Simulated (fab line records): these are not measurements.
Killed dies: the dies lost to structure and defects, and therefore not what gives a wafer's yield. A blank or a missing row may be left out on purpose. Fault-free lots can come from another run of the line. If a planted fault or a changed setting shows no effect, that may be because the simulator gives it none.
Struck lot and sound lot, side by side    flow n5_finfet    33 out of 1938 route steps
Sound: these wafers, L143.1, L143.4, L143.6. The struck wafers were L127.4, L127.5, L127.6. At the end, the cause is stated.
For every step that has rows: the tool of each side, followed by ch and its chambers, followed by its first start. Under that, the readings that differ: sound wafers    struck wafers    difference of the means    sigmas: that difference in standard deviations of wafers without a fault.
alike: a reading whose means differ by less than 2 such deviations, as well as words and numbers matching on both sides. not compared: withheld readings; readings where some wafer has no value; bounds like >300 that might hide an equal value; numbers whose values overlap and for which the record gives no deviation.
A row with sigmas, a row that says differs or no value, or rows on one side alone: a step with any of these is where the two part. When numbers do not overlap yet have no deviation, they are printed without sigmas and do not part them. Lack of a reading on every wafer of one side parts them only where that side has two or more wafers.

first, 1 step without rows for these wafers: N5_BEOL_M12_PRE_CLEAN_42 (time 30 s).
N5_BEOL_M12_SPUTTER_43: material TaN, target thk 15 nm, time 24.19 s.
  struck on pvd_sputter-02, day 12 15:32; sound on pvd_sputter-03, day 16 14:46
  alike: throttle_valve_pct
then, 3 steps without rows for these wafers: N5_BEOL_M12_SPUTTER_44 (material Ta, target thk 10 nm, time 16.13 s); N5_BEOL_M12_SPUTTER_45 (material Cu, target thk 80 nm, time 13.33 s); N5_BEOL_M12_ECD_47 (material Cu, target thk 720 nm).
N5_BEOL_M12_ANNEAL_48: time 90 s.
  sound on rtp_anneal-01 ch 0, day 16 15:12; struck on rtp_anneal-02 ch 0, day 12 16:55
  alike: wafer_temp_C_max
N5_BEOL_M12_CMP_49: polishes, stops on SiOC, t overpolish 20.6 s, target thk 320 nm.
  sound on cmp-01 ch 1,2,3, day 16 15:29; struck on cmp-01 ch 0,1,2, day 12 17:20
  alike: barrier_field_endpoint_s, motor_current_A, overpolish_run_s, slurry_flow_ml_min
N5_BEOL_M12_THK_MEAS_50: measures by xrf.
  struck on film_metro-02, day 12 17:31; sound on film_metro-02, day 16 15:47
  alike: M12_THK
then, 2 steps without rows for these wafers: N5_BEOL_M12_PRE_CLEAN_52 (time 15 s); N5_BEOL_M12_DEP_53 (deposits SiCN from 3MS/NH3, target thk 30 nm, time 10.5 s).
N5_BEOL_M12_RS_MEAS_54: measurement is done with a four-point probe.
  struck on film_metro-02, day 12 17:38; sound on film_metro-02, day 16 15:55
  alike: M12_RS
N5_BEOL_M12_INSPECT_55: inspects for defects (darkfield).
  struck on defect_inspect-02, day 12 17:40; sound on defect_inspect-01, day 16 15:56
  alike: raw_defect_count
N5_BEOL_M13_ILD_DEP_00: deposits SiOC from DEMS/O2, target thk 837.92 nm, time 166.4 s.
  sound on pecvd-02 ch 0,1,2, day 16 15:58; struck on pecvd-01 ch 0,1,2, day 12 17:46
  no value came back on the struck wafers for any of 5 readings (chamber_pressure_Torr (Torr), heater_power_outer_w (W) and others); on the sound wafers chamber_pressure_Torr (Torr) reads 5.006 5.004 5.011
then, 8 steps without rows for these wafers: N5_BEOL_M13_COAT_58 (time 60 s, resist thk 89 nm); N5_BEOL_M13_COAT_04 (resist thk 400 nm); N5_BEOL_M13_EBR_06; N5_BEOL_M13_SOFTBAKE_05 (time 60 s); N5_BEOL_M13_EXPOSE_07 (exposes mask V12); N5_BEOL_M13_PEB_08 (peb time 90 s); N5_BEOL_M13_DEVELOP_09 (develop time 45 s); N5_BEOL_M13_HARDBAKE_14 (time 120 s).
N5_BEOL_M13_CD_MEAS_10 targets a cd of 190 nm.
  sound on cd_sem-02 ch 0, day 16 16:26; struck on cd_sem-01 ch 0, day 12 18:17
  alike: cd_nm
N5_BEOL_M13_OVL_MEAS_11:
  sound on overlay-01 ch 0, day 16 16:28; struck on overlay-01 ch 0, day 12 18:19
  alike: V12_OVL
N5_BEOL_M13_INSPECT_12: inspects for defects (macro).
  struck on defect_inspect-01, day 12 18:20; sound on defect_inspect-02, day 16 16:29
  alike: raw_defect_count
N5_BEOL_M13_DESCUM_15: chemistry O2, time 7.9 s.
  sound on rie_diel-01 ch 0,2, day 16 16:31; struck on rie_diel-01 ch 1,2,3, day 12 18:23
  alike: drypump_motor_current_A, oes_product_au, rf_vpp_V, showerhead_plenum_p_Torr, temp_c, throttle_valve_pct
  not compared: rf_hours_counter_h
then, 1 step without rows for these wafers: N5_BEOL_M13_ETCH_59 (etches BARC in N2/H2, target depth 89 nm, overetch 26.7 nm, time 67.9 s).
N5_BEOL_M13_VIA_ETCH_16: etches SiOC in C4F8/O2/Ar, target depth 921.7 nm.
  sound on rie_diel-01 ch 0,2, day 16 16:36; struck on rie_diel-01 ch 1,2,3, day 12 18:34
reading                                     sound              struck             difference  sigmas
oes_product_au (a.u.)                       0.61 0.82 0.61     0.27 0.26 0.33     -0.39       -5
model.etch.depth_nm (nm)                    829.4 839.1 823.7  0 0 0              -831        
model.coat_of_BEOL_M13_COAT_04.thk_nm (nm)  77.8 71.6 79.2     311.6 315.6 310.2  +236.3      
  alike: drypump_motor_current_A, mfc_ar_sccm, rf_vpp_V, showerhead_plenum_p_Torr, throttle_valve_pct
N5_BEOL_M13_STRIP_63: strips in N2/H2.
  sound on plasma_asher-01 ch 0, day 16 16:50; struck on plasma_asher-01 ch 0,1, day 12 18:43
reading                       sound              struck             difference  sigmas
oes_product_au (a.u.)         0.681 0.672 0.676  0.869 0.860 0.871  +0.190      +39
strip_time_to_endpoint_s (s)  30.0 28.1 30.3     90.9 91.9 90.6     +61.7       +51
  alike: drypump_motor_current_A, heater_power_w, temp_c
  not compared: rf_hours_counter_h
N5_BEOL_M13_STRIP_64: strips in N2/H2.
  sound on plasma_asher-01 ch 0, day 16 16:54; struck on plasma_asher-01 ch 0,1, day 12 18:46
  alike: drypump_motor_current_A, heater_power_w, oes_product_au, strip_time_to_endpoint_s, temp_c
  not compared: rf_hours_counter_h
then, 2 steps without rows for these wafers: N5_BEOL_M13_STRIP_71 (strips in post etch residue remover, time 60 s); N5_BEOL_M13_SRD_72 (time 30 s, dry time 30 s).
N5_BEOL_M13_CD_MEAS_17 targets a cd of 190 nm.
  struck on cd_sem-03, day 12 18:54; sound on cd_sem-03, day 16 17:03
reading     sound              struck  difference                     sigmas
cd_nm (nm)  192.4 190.4 191.8  - - -   no value on the struck wafers  
then, 1 step without rows for these wafers: N5_BEOL_M13_COAT_65 (time 60 s, resist thk 350 nm).

## WHERE THEY PART
At N5_BEOL_M13_ILD_DEP_00 first; at N5_BEOL_M13_CD_MEAS_17 last (within this record only).

WHY: what had been put in by the simulator
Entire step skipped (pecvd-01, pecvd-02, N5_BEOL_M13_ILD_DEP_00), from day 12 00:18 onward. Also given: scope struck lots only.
